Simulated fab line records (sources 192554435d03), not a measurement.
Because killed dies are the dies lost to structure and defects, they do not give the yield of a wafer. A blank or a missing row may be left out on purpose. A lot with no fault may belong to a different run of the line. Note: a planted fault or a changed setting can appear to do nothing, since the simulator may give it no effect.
Comparing a struck lot with a sound one / flow n5 finfet / 14 steps out of a route of 1938
Sound: wafers L207.4, L207.5, L207.6. Struck: wafers L204.1, L204.3, L204.5. The cause is given at the end.
Order at every step that has rows: each side's tool, ch and its chambers, its first start. Under that, the readings that differ: sound wafers / struck wafers / difference of the means / sigmas: that difference in standard deviations of wafers without a fault.
alike: readings with means less than 2 such deviations apart, plus words and numbers identical on both sides. not compared: withheld readings, readings lacking a value on some wafer, bounds such as >300 that could conceal the same value, and numbers that have no deviation in the record and whose values overlap.
The two part at a step that has a row with sigmas, a row that says differs or no value, or rows on one side only. Numbers that have no deviation but don't overlap get no sigmas and don't part them. A reading that every wafer of one side lacks parts them only if that side has two wafers or more.

N5_BEOL_M5_CURE_79: cures SiCOH lowk, time 240 s.
  sound on uv cure-03 ch 2, day 13 04:41; struck on uv cure-01 ch 0, day 11 14:25
  alike: lamp power pct, wafer_temp_C_max
N5_BEOL_M5_THK_MEAS_01:
  sound: film metro-01 at day 13 04:57; struck: film metro-01 at day 11 14:55
reading=M5_ILD_THK (nm); sound=123.2 122.9 122.7; struck=118.8 120.3 119.4; difference=-3.4; sigmas=-2
N5_BEOL_M5_PECVD_70: deposits SiO2 from TEOS/O2, target thk 16 nm, time 18 s.
  sound on pecvd-02 ch 0,1,2, day 13 05:01; struck on pecvd-01 ch 1,2, day 11 14:58
  alike: heater power w, showerhead plenum p Torr, throttle valve pct
N5_BEOL_M5_HM_DEP_02: deposits TiN, target thk 20 nm.
  sound: pvd sputter-01 at day 13 06:28; struck: pvd sputter-03 at day 11 17:44
  alike: throttle valve pct
then, 8 steps without rows for these wafers: N5_BEOL_M5_COAT_59 (time 60 s, resist thk 60 nm); N5_BEOL_M5_COAT_60 (time 60 s, resist thk 12 nm); N5_BEOL_M5_COAT_71 (time 60 s, resist thk 5 nm); N5_BEOL_M5_COAT_05 (resist thk 30 nm); N5_BEOL_M5_EBR_07; N5_BEOL_M5_SOFTBAKE_06 (time 60 s); N5_BEOL_M5_EXPOSE_08 (exposes mask M5, target cd 28 nm); N5_BEOL_M5_PEB_09 (peb time 60 s).
N5_BEOL_M5_DEVELOP_10: develop time 30 s.
  struck on litho track-02, day 11 18:11; sound on litho track-01 ch 0, day 13 06:49
  no value came back on the struck wafers for chill plate temp C (C), develop time s (s); on the sound wafers chill plate temp C (C) reads 23.12 23.22 23.09
reading=model.CAR-EUV_of_BEOL_M5_COAT_05.thk nm (nm); sound=29.4 29.6 29.4; struck=30 30.2 30; difference=+1; sigmas=
N5_BEOL_M5_CD_MEAS_11: the cd target is 27.74 nm.
  sound on cd sem-03 ch 0, day 13 06:52; struck on cd sem-01 ch 0, day 11 18:15
reading=cd nm (nm); sound=28.48 28.35 28.09; struck=- - -; difference=no value on the struck wafers; sigmas=

== WHERE THEY PART ==
Earliest at N5_BEOL_M5_THK_MEAS_01; latest, in this record, at N5_BEOL_M5_CD_MEAS_11.

WHY: what the simulator had put in
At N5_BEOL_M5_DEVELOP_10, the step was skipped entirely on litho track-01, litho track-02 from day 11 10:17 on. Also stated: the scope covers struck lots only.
